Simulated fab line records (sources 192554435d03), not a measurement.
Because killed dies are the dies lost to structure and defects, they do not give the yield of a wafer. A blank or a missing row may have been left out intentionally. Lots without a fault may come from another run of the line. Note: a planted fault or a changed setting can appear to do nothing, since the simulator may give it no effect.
Which tool did it?	flow n5_finfet	36 wafers from 12 lots sampled at 4 of the route's 1938 steps

## WHAT EACH GAUGE READ, for each wafer
N5_FIN_SAQP_OCD_MEAS_76.
lot	measured	on	trench_depth_nm (nm)
L075	day 2 08:59	ocd-02	123.0 123.8 123.1
L077	day 2 20:06	ocd-01	118.5 119.6 116.6
L079	day 3 08:07	ocd-01	123.4 123.4 123.8
L081	day 3 20:17	ocd-02	125.5 123.7 117.4
L083	day 4 09:05	ocd-02	121.1 118.9 116.7
L085	day 4 21:56	ocd-02	118.6 117.4 117.7
L087	day 5 11:28	ocd-02	121.4 119.6 116.6
L089	day 5 20:41	ocd-01	123.1 124.3 122.2
L091	day 6 09:19	ocd-01	121.8 122.3 117.2
L093	day 6 20:21	ocd-01	116.2 117.4 118.0
L095	day 7 08:34	ocd-02	119.0 115.5 118.9
L097	day 7 20:19	ocd-02	116.3 119.0 118.9

## WHICH TOOL RAN EACH LOT (tool, then ch and the chambers of the sampled wafers, then the start)
lot	N5_FIN_SAQP_RECESS_75	N5_FIN_SAQP_MANDREL2_REMOVE_60	N5_FIN_SAQP_ETCH_64
L075	vapor_etch-02 ch 0,1, day 2 05:35	rie_si-01 ch 1,2,3, day 2 08:20	rie_si-06 ch 1,2, day 2 08:45
L077	vapor_etch-01 ch 0,1, day 2 16:02	rie_si-01 ch 1,2,3, day 2 19:26	rie_si-03 ch 1,2, day 2 19:52
L079	vapor_etch-02 ch 0,1, day 3 04:42	rie_si-03 ch 1,2,3, day 3 07:26	rie_si-06 ch 0,1,2, day 3 07:52
L081	vapor_etch-02 ch 0,1, day 3 16:54	rie_si-01 ch 0,2, day 3 19:38	rie_si-06 ch 0,2,3, day 3 20:03
L083	vapor_etch-01 ch 0,1, day 4 05:04	rie_si-06 ch 0,2,3, day 4 08:25	rie_si-03 ch 0,1,2, day 4 08:51
L085	vapor_etch-02 ch 0,1, day 4 17:22	rie_si-03 ch 0,1,2, day 4 21:16	rie_si-01 ch 1,2,3, day 4 21:41
L087	vapor_etch-02 ch 0,1, day 5 07:53	rie_si-06 ch 1,2,3, day 5 10:37	rie_si-03 ch 0,2,3, day 5 11:14
L089	vapor_etch-02 ch 0,1, day 5 16:47	rie_si-01 ch 2,3, day 5 19:50	rie_si-06 ch 0,1, day 5 20:24
L091	vapor_etch-01 ch 0,1, day 6 05:27	rie_si-01 ch 0,2,3, day 6 08:40	rie_si-06 ch 0,1,3, day 6 09:05
L093	vapor_etch-02 ch 0,1, day 6 16:34	rie_si-06 ch 0,1,3, day 6 19:35	rie_si-01 ch 0,2,3, day 6 20:07
L095	vapor_etch-02 ch 0,1, day 7 05:01	rie_si-03 ch 0,2,3, day 7 07:54	rie_si-01 ch 0,1,3, day 7 08:20
L097	vapor_etch-01 ch 0,1, day 7 16:29	rie_si-03 ch 0,1,3, day 7 19:39	rie_si-01 ch 0,2, day 7 20:05
- N5_FIN_SAQP_RECESS_75: chemistry HF/NH3, target SiO2, target depth 14.4 nm, afs cycles 3, sublimation time 60 s.
- N5_FIN_SAQP_MANDREL2_REMOVE_60: chemistry HBr/Cl2/O2, target a-Si, stops on SiNx, bt time 10 s.
- N5_FIN_SAQP_ETCH_64: etches SiO2 in CF4, target depth 1.5 nm.

## THE ANSWER, worked out from the rows above alone
Rule: usual is defined by the lots themselves. Put in order of their means at a reading, lots are off if they are a third of the lots or fewer, leave a main group of 4 or more, and stand apart from it by a gap of 3 or more times the standard deviation of the main group's means; of several such gaps the widest counts. Not used: any main group whose means are identical at the precision the tables above print for the reading. A lot without any number at a reading at which 4 lots or more have one is off too. Any other lot the step has rows for is counted as sound.
No lot is off on any of the readings shown, so nothing can be concluded from this.

## WHAT HAD BEEN PUT IN BY THE SIMULATOR
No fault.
